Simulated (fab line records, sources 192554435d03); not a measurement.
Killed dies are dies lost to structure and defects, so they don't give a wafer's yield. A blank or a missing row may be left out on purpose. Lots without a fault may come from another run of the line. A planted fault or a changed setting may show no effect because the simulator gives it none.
Chamber matching | flow n5_finfet | N5_ILD0_ALD_15 on ald_sin-02: 4 sister chambers
The step deposits SiNx, target thk 24 nm, pulse time 1 s, ald cycles 480. 8 wafers are shown with their chamber, then 10 later ones without.

WAFERS WITH THEIR CHAMBER
wafer  | chamber | heater_power_w (W) | precursor_pulse_height_rel
L082.1 | 2       | 794                | 0.971
L084.5 | 1       | 866                | 0.985
L085.6 | 3       | 916                | 1.076
L086.2 | 0       | 844                | 0.990
L086.3 | 1       | 892                | 0.996
L086.4 | 2       | 772                | 1.020
L087.2 | 0       | 842                | 0.989
L087.3 | 3       | 920                | 1.021

WAFERS WITHOUT THEIR CHAMBER
wafer  | heater_power_w (W) | precursor_pulse_height_rel
L087.4 | 882                | 0.989
L094.2 | 906                | 0.974
L094.3 | 788                | 1.022
L094.4 | 846                | 0.968
L095.3 | 794                | 0.982
L095.4 | 915                | 1.009
L095.5 | 931                | 0.995
L096.2 | 858                | 0.966
L096.3 | 885                | 0.997
L096.5 | 924                | 1.012

WHICH CHAMBER EACH WENT THROUGH
wafer  | from the rows above     | in truth
L087.4 | 1                       | 1
L094.2 | can't be placed: 1 or 3 | 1
L094.3 | 2                       | 2
L094.4 | can't be placed: 0 or 1 | 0
L095.3 | 2                       | 2
L095.4 | can't be placed: 3 or 1 | 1
L095.5 | can't be placed: 3 or 1 | 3
L096.2 | can't be placed: 0 or 1 | 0
L096.3 | 1                       | 1
L096.5 | 3                       | 3
Placed correctly: 5 of 10. Can't be placed from these rows: 5 (the true chamber is among the candidates in 5). Placed wrongly: 0.
How it was worked out, from the rows above alone: a wafer's distance from a chamber is the root of the sum, over the readings, of the square of ((its reading less the chamber's mean) divided by the reading's scatter). The wafer belongs to the nearest chamber; if the next one is less than 2 further off, it can't be placed. A chamber's mean is the mean of its shown wafers. The scatter: the root of (the sum of the squares of (reading less its chamber's mean) over the shown wafers, divided by (wafers less chambers)).
